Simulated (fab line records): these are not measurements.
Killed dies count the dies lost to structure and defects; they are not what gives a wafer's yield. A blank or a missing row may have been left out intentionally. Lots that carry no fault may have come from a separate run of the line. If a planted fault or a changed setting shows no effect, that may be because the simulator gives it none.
Chamber matching ; flow n5 finfet ; N5_BEOL_M3_ETCH_70 on rie diel-01: 4 sister chambers
The step etches SOC in N2/H2, target depth 80 nm, overetch 16 nm, time 120 s. 4 wafers are shown with their chamber, then 9 later ones without.

WAFERS WITH THEIR CHAMBER
wafer;chamber;showerhead plenum p Torr (Torr)
L088.4;1;2.69
L088.6;0;2.55
L090.4;2;2.60
L090.6;3;2.48

WAFERS WITHOUT THEIR CHAMBER
wafer;showerhead plenum p Torr (Torr)
L091.2;2.68
L091.4;2.55
L091.6;2.68
L094.2;2.55
L094.3;2.68
L094.6;2.47
L092.4;2.68
L092.5;2.47
L092.6;2.60

CHAMBER TAKEN BY EACH
wafer;from the rows above;in truth
L091.2;1;1
L091.4;0;0
L091.6;1;1
L094.2;0;0
L094.3;1;1
L094.6;3;3
L092.4;1;1
L092.5;3;3
L092.6;2;2
Placed correctly: 9 of 9. From these rows, 0 cannot be placed. Placed wrongly: 0.
How it was worked out, from the rows above alone: a wafer's distance from a chamber is the root of the sum, over the readings, of the square of ((its reading less the chamber's mean) divided by the reading's scatter). If the next closest chamber is less than 2 further off than the closest, the wafer can't be placed; otherwise it belongs to the closest. Each chamber's mean is taken over the wafers shown for it. The scatter: root of mean squared gap, hidden wafer to nearest shown wafer, with one shown wafer a chamber.
